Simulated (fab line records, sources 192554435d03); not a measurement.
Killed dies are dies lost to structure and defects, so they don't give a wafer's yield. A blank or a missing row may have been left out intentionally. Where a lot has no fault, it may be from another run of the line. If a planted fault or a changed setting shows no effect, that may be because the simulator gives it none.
fab line records	flow n5_finfet
[record] lots = 10	wafers = 28	last_day = 18
route steps=1938 shown MOL_CONTACT_COAG@527 BEOL_M4@1111 PASSIVATION@1936
lots that met no fault: taken from a fault-free run of the same line
start_h: start of the lot's first displayed wafer, in hours after the record's first day	wait_h: hours elapsed since this lot's preceding step	" identical to the entry in the row above	L1.1+2: a single row standing in for several wafers	- either no value or no given start	* or withheld: withheld	< > ~ a bound
route shown NAME@n: a module of which the file shows steps, and the number in the route of the first	usual: mean/standard deviation of fault-free wafers	same: alike in all rows	chamber/n: place in a boat	sites: per-site readings	_std_site: how widely they spread, as a standard deviation	_edge_site: inner sites' mean taken away from outer sites' mean	radius_mm: for every site, how far away it sits from the centre of the wafer	mask NAME#n: copy n	behind: the most recent tool/chamber to have shaped the wafer	hold: cause of the lot's hold/its duration in hours/its outcome	device: names the non-switching transistor (n, p or np)	end of line: at the end of the route, the tests of the same wafers	for a step that has no rows: nothing shown but its recipe	killed: the dies lost at the first sort to structure and to defects; this is not the yield of the wafer	map: a wafer's dies, x killed, . not, _ none there
set.NAME: the run value of the setting; set.NAME@STEP: its run value at that earlier step	model.NAME: the simulator's own value behind a step, which no gauge read
the route's steps for a sample of lots (tables are steps, rows are wafers)
services: the hour from which a tool's chamber was out of use, counted from the record's first day as start_h (under 0 if before that day), plus the number of hours and why
[[steps]]
[step N5_MOL_CONTACT_COAG_OVL_MEAS_09]
[recipe] points_per_wafer = 522
[usual] CA_OVL = -0.3/0.72
lot.wafer	tool	chamber	start_h	wait_h	CA_OVL[nm]
L124.2	overlay-01	0	85.72	0.0	0.1
L124.3	"	0	"	"	-0.1
L124.6	"	0	"	"	0.7
L127.3	overlay-01	0	109.09	0.0	0.1
L127.5	"	0	"	"	-0.3
L127.6	"	0	"	"	0.4
L128.1	overlay-01	0	119.13	0.0	-0.7
L128.2	"	0	"	"	-0.7
L128.5	"	0	"	"	0.2
L129.2	overlay-01	0	123.47	0.0	-1.8
L129.3	"	0	"	"	-1.3
L129.6	"	0	"	"	-0.5
L132.3	overlay-01	0	135.12	0.0	-0.3
L132.6	"	0	"	"	0.4
L134.1	overlay-02	0	147.50	0.0	0.4
L134.6	"	0	"	"	0.3
L141.1	overlay-01	0	190.24	0.0	1.4
L141.2	"	0	"	"	-0.2
L141.4	"	0	"	"	0.2
L145.2	overlay-02	0	218.48	0.0	-1.3
L145.3	"	0	"	"	-0.1
L145.6	"	0	"	"	-0.6
L146.1	overlay-02	0	220.09	0.0	0.6
L146.3	"	0	"	"	0.5
L146.4	"	0	"	"	-0.4
L147.3	overlay-02	0	227.78	0.1	0.3
L147.5	"	0	"	"	0.5
L147.6	"	0	"	"	0.8
[step N5_MOL_CONTACT_COAG_INSPECT_10]
[recipe] mode = adi	inspect_instrument = brightfield
[usual] raw_defect_count = 85/42
lot.wafer	tool	chamber	start_h	wait_h	raw_defect_count
L124.2	defect_inspect-02	-	85.77	0.0	87
L124.3	"	-	"	"	64
L124.6	"	-	"	"	106
L127.3	defect_inspect-01	-	109.14	0.0	145
L127.5	"	-	"	"	126
L127.6	"	-	"	"	74
L128.1	defect_inspect-02	-	119.19	0.1	93
L128.2	"	-	"	"	98
L128.5	"	-	"	"	85
L129.2	defect_inspect-02	-	123.52	0.0	100
L129.3	"	-	"	"	87
L129.6	"	-	"	"	55
L132.3	defect_inspect-01	-	135.16	0.0	79
L132.6	"	-	"	"	73
L134.1	defect_inspect-02	-	147.55	0.1	90
L134.6	"	-	"	"	84
L141.1	defect_inspect-01	-	190.30	0.1	110
L141.2	"	-	"	"	63
L141.4	"	-	"	"	64
L145.2	defect_inspect-02	-	218.53	0.0	86
L145.3	"	-	"	"	41
L145.6	"	-	"	"	132
L146.1	defect_inspect-01	-	220.15	0.1	60
L146.3	"	-	"	"	71
L146.4	"	-	"	"	45
L147.3	defect_inspect-02	-	227.83	0.0	93
L147.5	"	-	"	"	50
L147.6	"	-	"	"	48
[step N5_MOL_CONTACT_COAG_ETCH_15]
[recipe] chemistry = CH3F/O2	target = SiNx	target_depth_a = 70	mask_material = SOC	stop_on = Si:P	over_etch_frac = 0.75	ion_energy_ev = 120	pressure_mtorr = 30	source_w = 395	bias_w = 73	Ar_flow_sccm = 150	CH3F_flow_sccm = 30	O2_flow_sccm = 20
[usual] drypump_motor_current_A = 5.9/0.56	mfc_ar_sccm = 150.0/0.45	oes_product_au = 0.57/0.045	over_etch_frac = 0.75/0	rf_vpp_V = 297/4.7	showerhead_plenum_p_Torr = 1.96/0.053	throttle_valve_pct = 16.46/0.29
lot.wafer	tool	chamber	start_h	wait_h	drypump_motor_current_A	mfc_ar_sccm	oes_product_au	over_etch_frac	rf_hours_counter_h	rf_vpp_V	showerhead_plenum_p_Torr	throttle_valve_pct
L124.2	rie_diel-04	3	86.24	0.0	5.3	149.4	0.57	0.75	136	298	1.93	16.47
L124.3	"	2	"	"	6.1	150.7	0.67	0.75	17	292	1.94	15.91
L124.6	"	0	"	"	6.8	150.1	0.55	0.75	-	302	1.91	16.70
L127.3	rie_diel-04	1	109.44	0.0	6.0	150.1	0.53	0.75	194	301	1.98	16.65
L127.5	"	0	"	"	6.8	149.4	0.54	0.75	-	300	1.91	16.72
L127.6	"	3	"	"	5.3	149.3	0.57	0.75	-	298	1.93	16.52
L128.1	rie_diel-04	3	119.44	0.0	5.3	150.0	0.57	0.75	146	301	1.93	16.51
L128.2	"	1	"	"	6.0	150.0	0.54	0.75	196	301	1.98	16.64
L128.5	"	1	"	"	6.1	150.6	0.54	0.75	-	301	1.98	16.65
L129.2	rie_diel-04	0	123.78	0.0	6.8	149.6	0.53	0.75	184	300	1.91	16.72
L129.3	"	2	"	"	6.2	150.0	0.66	0.75	29	290	1.94	15.95
L129.6	"	1	"	"	6.0	149.4	0.54	0.75	-	300	1.98	16.64
L132.3	rie_diel-04	3	135.41	0.0	5.3	149.7	0.56	0.75	150	300	1.93	16.52
L132.6	"	1	"	"	6.0	150.2	0.46	1.4832	-	301	1.98	16.67
L134.1	rie_diel-04	1	147.81	0.0	6.1	149.5	0.46	1.4832	206	300	1.97	16.66
L134.6	"	2	"	"	6.2	149.6	0.55	1.4832	-	289	1.94	15.94
L141.1	rie_diel-02	1	190.62	0.0	6.6	150.7	0.52	0.75	169	300	2.00	16.61
L141.2	"	2	"	"	5.8	149.0	0.54	0.75	179	301	2.07	16.39
L141.4	"	0	"	"	5.6	149.8	0.53	0.75	244	294	2.05	16.70
L145.2	rie_diel-04	3	218.78	0.0	5.3	150.6	0.55	0.75	181	298	1.92	16.58
L145.3	"	0	"	"	6.8	150.0	0.53	0.75	214	301	1.90	16.77
L145.6	"	3	"	"	5.3	151.0	0.55	0.75	-	300	1.92	16.57
L146.1	rie_diel-04	1	220.41	0.0	6.0	150.8	0.51	0.75	232	300	1.97	16.73
L146.3	"	3	"	"	5.3	150.5	0.54	0.75	182	299	1.92	16.58
L146.4	"	0	"	"	6.8	150.6	0.53	0.75	214	301	1.90	16.77
L147.3	rie_diel-04	3	228.19	0.0	5.3	149.8	0.55	0.75	184	299	1.92	16.59
L147.5	"	2	"	"	6.1	150.6	0.62	0.75	-	288	1.93	15.98
L147.6	"	3	"	"	5.3	150.0	0.55	0.75	-	301	1.92	16.59
[step N5_MOL_CONTACT_COAG_TI_SIL_19]
[recipe] material = Ti	target_thk_a = 42	temp_c = 200	chamber_pressure_pa = 5	power_w = 5000	time_s = 15
[usual] cathode_dc_power_W = 5000.0/0.93	chamber_pressure_pa = 5.002/0.01	throttle_valve_pct = 29.3/1.2
[same] time_s = 15
lot.wafer	tool	chamber	start_h	wait_h	cathode_dc_power_W	chamber_pressure_pa	throttle_valve_pct
L124.2	pvd_sputter-01	-	87.34	0.3	4998.8	5.011	29.8
L124.3	"	-	"	"	5000.5	5.011	30.3
L124.6	"	-	"	"	5000.1	5.009	30.0
L127.3	pvd_sputter-01	-	110.09	0.1	5001.0	5.019	27.3
L127.5	"	-	"	"	4998.7	5.002	29.4
L127.6	"	-	"	"	5000.6	5.006	27.0
L128.1	pvd_sputter-03	-	121.82	0.2	4999.0	4.985	30.2
L128.2	"	-	"	"	5001.5	4.994	29.8
L128.5	"	-	"	"	5000.4	5.020	30.0
L129.2	pvd_sputter-02	-	124.52	0.2	4999.3	4.987	29.5
L129.3	"	-	"	"	4999.9	5.009	30.4
L129.6	"	-	"	"	5000.0	4.993	27.8
L132.3	pvd_sputter-02	-	136.07	0.1	5000.0	5.010	30.4
L132.6	"	-	"	"	5000.5	4.994	30.1
L134.1	pvd_sputter-02	-	148.48	0.2	5000.0	4.987	30.9
L134.6	"	-	"	"	4999.1	5.018	30.3
L141.1	pvd_sputter-03	-	192.88	0.2	4998.5	5.013	29.1
L141.2	"	-	"	"	5002.7	4.992	30.2
L141.4	"	-	"	"	4998.5	5.006	27.4
L145.2	pvd_sputter-03	-	221.29	1.7	4999.4	5.013	29.2
L145.3	"	-	"	"	4999.3	5.018	27.5
L145.6	"	-	"	"	4999.9	4.999	30.3
L146.1	pvd_sputter-03	-	221.59	0.3	5001.5	4.999	27.4
L146.3	"	-	"	"	4999.3	4.999	29.0
L146.4	"	-	"	"	5001.0	5.018	30.2
L147.3	pvd_sputter-01	-	228.91	0.2	5001.0	5.008	30.0
L147.5	"	-	"	"	5000.1	5.016	26.9
L147.6	"	-	"	"	5000.7	4.999	29.5
[step N5_BEOL_M4_RC_MEAS_101]
[usual] DIBL_N = 36.4/1.7	DIBL_P = 36.4/2.1	IOFF_N = 0.16/0.035	IOFF_P = 0.21/0.035	ION_N = 680/11	ION_P = 465/6.8	SS_N = 71.5/0.58	SS_P = 73.2/0.72	VT_N = 249/3.6	VT_P = -250/3.1
lot.wafer	tool	chamber	start_h	wait_h	DIBL_N[mV/V]	DIBL_P[mV/V]	IOFF_N[nA/um]	IOFF_P[nA/um]	ION_N[uA/um]	ION_P[uA/um]	SS_N[mV/dec]	SS_P[mV/dec]	VT_N[mV]	VT_P[mV]
L124.2	prober-02	0	180.10	0.2	38.5	37.3	0.18	0.21	693	464	71.5	73.9	246	-248
L124.3	"	0	"	"	37.1	34.6	0.14	0.17	685	461	71.3	73.2	253	-254
L124.6	"	0	"	"	36.7	34.6	0.14	0.15	668	447	71.4	73.4	253	-254
L127.3	prober-01	0	191.48	0.3	35.5	36.7	0.17	0.22	701	472	71.6	73.9	246	-246
L127.5	"	0	"	"	36.5	37.4	0.20	0.23	691	463	71.4	73.5	246	-246
L127.6	"	0	"	"	34.6	35.5	0.16	0.19	686	464	71.5	73.5	250	-251
L129.2	prober-02	0	209.50	0.2	37.9	39.1	0.19	0.23	686	461	72.5	74.7	247	-251
L129.3	"	0	"	"	35.0	34.9	0.13	0.17	666	458	70.4	73.3	255	-254
L129.6	"	0	"	"	37.2	37.8	0.16	0.21	669	459	71.7	73.2	251	-252
L128.1	prober-02	0	213.96	0.0	35.7	37.8	0.17	0.19	678	457	71.7	73.8	250	-254
L128.2	"	0	"	"	34.6	35.9	0.14	0.17	662	451	71.5	73.2	252	-256
L128.5	"	0	"	"	36.0	37.8	0.18	0.20	680	459	71.9	74.4	247	-251
L132.3	prober-02	0	215.20	0.9	34.2	34.4	0.13	0.18	689	466	70.7	72.2	251	-254
L132.6	"	0	"	"	37.7	37.7	0.18	0.22	695	468	71.9	72.7	248	-252
L134.1	prober-01	0	220.75	0.0	37.7	36.4	0.19	0.24	697	474	71.9	73.2	244	-246
L134.6	"	0	"	"	36.3	33.6	0.14	0.19	668	459	71.7	72.5	253	-253
L141.1	prober-02	0	273.42	0.0	37.1	38.1	0.16	0.22	680	461	71.9	73.2	250	-251
L141.2	"	0	"	"	36.5	37.3	0.15	0.21	656	452	71.4	72.5	254	-250
L141.4	"	0	"	"	34.3	35.6	0.13	0.19	668	465	71.2	72.7	255	-248
L145.2	prober-02	0	293.39	0.2	39.5	40.4	0.24	0.28	686	463	73.2	74.5	243	-247
L145.3	"	0	"	"	37.7	37.7	0.19	0.23	702	471	71.0	73.2	243	-249
L145.6	"	0	"	"	41.5	42.8	0.31	0.32	717	480	72.9	75.0	239	-245
L146.1	prober-01	0	306.11	0.5	38.1	38.2	0.17	0.26	678	476	71.5	74.7	251	-248
L146.3	"	0	"	"	36.0	34.8	0.14	0.20	674	470	71.9	72.7	252	-250
L146.4	"	0	"	"	34.3	33.1	0.12	0.18	669	466	70.5	72.2	254	-251
L147.3	prober-01	0	309.77	0.3	36.0	36.2	0.16	0.23	678	470	71.7	72.8	248	-249
L147.5	"	0	"	"	34.6	33.8	0.12	0.19	665	464	71.1	72.1	252	-251
L147.6	"	0	"	"	38.6	39.1	0.21	0.28	692	469	72.3	74.4	247	-247
[step N5_PASSIVATION_PROBE_49]
[usual] defect_limited_yield = 91.3/1.4	killed_at_M0_to_M3 = 36/11	killed_at_M4_up = 13/5.2	killed_at_contacts = 13/6.5	killed_at_front_end = 37/11	killed_at_other = 3.6/2.9	killed_dies = 103/17	killed_open = 68/12	killed_short = 33/7.3	sort_bin_4_leakage = 0.01/0.039	sort_bin_5_function = 5.2/0.91	sort_bin_6_memory = 3.2/0.67	sort_bin_8_speed = 0.00/0.0099	sort_n_pass = 1077/17	sort_yield_pct = 91.3/1.4
[same] gross_dies = 1180	killed_at_back_side = 0
lot.wafer	tool	chamber	start_h	wait_h	defect_limited_yield[%]	killed_at_M0_to_M3	killed_at_M4_up	killed_at_contacts	killed_at_front_end	killed_at_other	killed_dies	killed_open	killed_short	sort_bin_4_leakage[%]	sort_bin_5_function[%]	sort_bin_6_memory[%]	sort_bin_8_speed[%]	sort_n_pass	sort_yield_pct[%]
L134.6	prober-01	-	341.57	0.3	92.4	25	12	4	46	3	90	55	34	0	5.3	2.3	0	1090	92.4
// killed by level:class
L134.6 STI_FIN_REVEAL:geometric_particle:open=17 BEOL_M0_SAQP:geometric_particle:short=6 FIN_SAQP:geometric_particle:open=5 FIN_SAQP:geometric_particle:short=5 BEOL_M2:geometric_particle:open=5 MOL_CONTACT_COAG:geometric_particle:open=4 BEOL_M0_SAQP:geometric_particle:open=4 BEOL_M3:geometric_particle:open=4
[[services]]
tool	chamber	start_h	hours	kind
rie_diel-02	3	62.52	4.2	repair
pvd_sputter-03	-	122.25	3.7	repair
rie_diel-04	0	143.65	8.5	repair
pvd_sputter-03	-	152.34	6.3	repair
pvd_sputter-03	-	160.23	10.0	repair
rie_diel-02	0	211.43	-	clean
rie_diel-02	0	211.43	-	consumable_replace:focus_ring
rie_diel-02	0	211.43	15.1	scheduled_down
rie_diel-02	0	211.43	15.1	vent_cycle
[[key]]
[first_sign] step = N5_MOL_CONTACT_COAG_ETCH_15	reading = over_etch_frac	direction = up	sigmas = 99+	usual = 0.75	struck = 1.4832
effect none on later readings
met_at N5_MOL_CONTACT_COAG_ETCH_15
struck_lots L132,L134
struck_wafers L132.6,L134.1,L134.6
not_acting_at N5_MOL_CONTACT_COAG_OVL_MEAS_09,N5_MOL_CONTACT_COAG_INSPECT_10,N5_MOL_CONTACT_COAG_TI_SIL_19
onset_between 123.78 135.41
[fault] kind = process_parameter_drift	tool = rie_diel-04	chamber = -	onset_h = 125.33	steps = N5_MOL_CONTACT_COAG_ETCH_15	channel = over_etch_frac	offset = 0.73316	shape = step	end_h = 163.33	scope = struck_wafers_only	acts_in = these_recipes_only	stated = 0.75
